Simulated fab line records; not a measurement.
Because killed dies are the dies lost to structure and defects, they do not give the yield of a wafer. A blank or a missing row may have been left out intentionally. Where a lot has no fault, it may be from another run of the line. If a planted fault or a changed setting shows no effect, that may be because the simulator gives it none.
Comparing a struck lot with a sound one	flow n5Finfet	36 steps out of a route of 1938
Sound: these wafers, L616.1, L616.5, L616.6. Wafers struck: L607.3, L607.4, L607.5. At the end, the cause is stated.
For every step that has rows: the tool of each side, followed by ch and its chambers, followed by its first start. Under that, the readings that differ: sound wafers	struck wafers	difference of the means	sigmas: that difference in standard deviations of wafers without a fault.
alike: same words and numbers on both sides, and readings whose means sit less than 2 such deviations apart. not compared: any withheld reading, any reading some wafer has no value for, any bound like >300 that may hide the same value, and any number with overlapping values for which the record gives no deviation.
Wherever a step has rows on one side only, a row that says differs or no value, or a row with sigmas, the two part there. Non-overlapping numbers with no deviation appear without sigmas and do not part them. A reading that every wafer of one side lacks parts them only if that side has two wafers or more.

first, 8 steps without rows for these wafers: N5_BEOL_M4_SPUTTER_96 (material Cu, target thk 4.5 nm, time 8.29 s); N5_BEOL_M4_ECD_50 (material Cu, target thk 300 nm); N5_BEOL_M4_ANNEAL_51 (time 90 s); N5_BEOL_M4_CMP_52 (polishes, stops on SiOC, t overpolish 6.8 s, target thk 40 nm); N5_BEOL_M4_PRE_CLEAN_60 (time 15 s); N5_BEOL_M4_CO_CAP_55 (material Co, precursor CCTBA/H2, target thk 2 nm, time 102.1 s); N5_BEOL_M4_PRE_CLEAN_56 (time 15 s); N5_BEOL_M4_DEP_57 (deposits SiCN from 3MS/NH3, target thk 8 nm, time 14 s).
N5_BEOL_M5_ILD_DEP_00: deposits SiCOH lowk from DEMS/porogen, target thk 140.64 nm, time 25.9 s.
  sound on pecvd-04 ch 1,2, day 13 15:12; struck on pecvd-02 ch 1,2, day 11 07:23
reading	sound	struck	difference	sigmas
susceptorTempC (C)	299.70 299.90 299.94	289.81 290.15 290.35	-9.74	-61
model.SiCOH_lowk_of_BEOL_M5_ILD_DEP_00.thkNm (nm)	140.8 141.8 139.8	148.8 149.8 152.2	+9.5	
  alike: heaterPowerW, showerheadPlenumPTorr, throttleValvePct
then, 1 step without rows for these wafers: N5_BEOL_M5_CURE_79 (cures SiCOH lowk, time 240 s).
N5_BEOL_M5_THK_MEAS_01:
  sound on filmMetro-02, day 13 15:46; struck on filmMetro-02, day 11 07:58
reading	sound	struck	difference	sigmas
M5_ILD_THK (nm)	121.1 122.0 120.3	128.0 128.9 131.0	+8.2	+6
then, 23 steps without rows for these wafers: N5_BEOL_M5_PECVD_70 (deposits SiO2 from TEOS/O2, target thk 16 nm, time 18 s); N5_BEOL_M5_HM_DEP_02 (deposits TiN, target thk 20 nm); N5_BEOL_M5_COAT_59 (time 60 s, resist thk 60 nm); N5_BEOL_M5_COAT_60 (time 60 s, resist thk 12 nm); N5_BEOL_M5_COAT_71 (time 60 s, resist thk 5 nm); N5_BEOL_M5_COAT_05 (resist thk 30 nm); N5_BEOL_M5_EBR_07; N5_BEOL_M5_SOFTBAKE_06 (time 60 s); N5_BEOL_M5_EXPOSE_08 (exposes mask M5, target cd 28 nm); N5_BEOL_M5_PEB_09 (peb time 60 s); N5_BEOL_M5_DEVELOP_10 (develop time 30 s); N5_BEOL_M5_DESCUM_16 (chemistry O2, time 7 s); N5_BEOL_M5_ETCH_72 (etches underlayer in N2/H2, target depth 6.5 nm, time 5.2 s); N5_BEOL_M5_ETCH_61 (etches SiARC in CF4, target depth 15.6 nm, time 26 s); N5_BEOL_M5_ETCH_62 (etches SOC in N2/H2, target depth 75 nm, overetch 15 nm, time 112.5 s); N5_BEOL_M5_STRIP_63 (strips in N2/H2); N5_BEOL_M5_STRIP_73 (strips in N2/H2); N5_BEOL_M5_STRIP_64 (strips in CF4); N5_BEOL_M5_HM_OPEN_17 (chemistry Cl2/BCl3, target TiN, target depth 20 nm, overetch 6 nm); N5_BEOL_M5_STRIP_19 (strips in O2); N5_BEOL_M5_COAT_65 (time 60 s, resist thk 60 nm); N5_BEOL_M5_COAT_66 (time 60 s, resist thk 12 nm); N5_BEOL_M5_COAT_74 (time 60 s, resist thk 5 nm).
N5_BEOL_M5_CMP_52: polishes, stops on SiCOH lowk, t overpolish 6.9 s, target thk 62 nm.
  sound on cmp-04 ch 0,1, day 14 03:53; struck on cmp-03 ch 0,1, day 11 21:13
reading	sound	struck	difference	sigmas
model.SiCOH_lowk_of_BEOL_M5_ILD_DEP_00.thkNm (nm)	118.2 119 117.2	125 126 128	+8	
  alike: clearingPlatenDownForcePsi, motorCurrentA, platenRpm
-- here the record skips 4 days between the struck wafers' starts before and after, leaving off in module BEOL_M5 and picking up in module PASSIVATION (first step shown: number 1936 of the route) --
N5_PASSIVATION_PROBE_49:
  record: rows for the struck wafers here (prober-02, day 15 12:05), none for the sound ones

== WHERE THEY PART ==
At N5_BEOL_M5_ILD_DEP_00 first; at N5_PASSIVATION_PROBE_49 last (within this record only).

WHY: whatever the simulator had introduced
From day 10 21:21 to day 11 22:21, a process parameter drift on pecvd-02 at N5_BEOL_M5_ILD_DEP_00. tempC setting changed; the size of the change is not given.
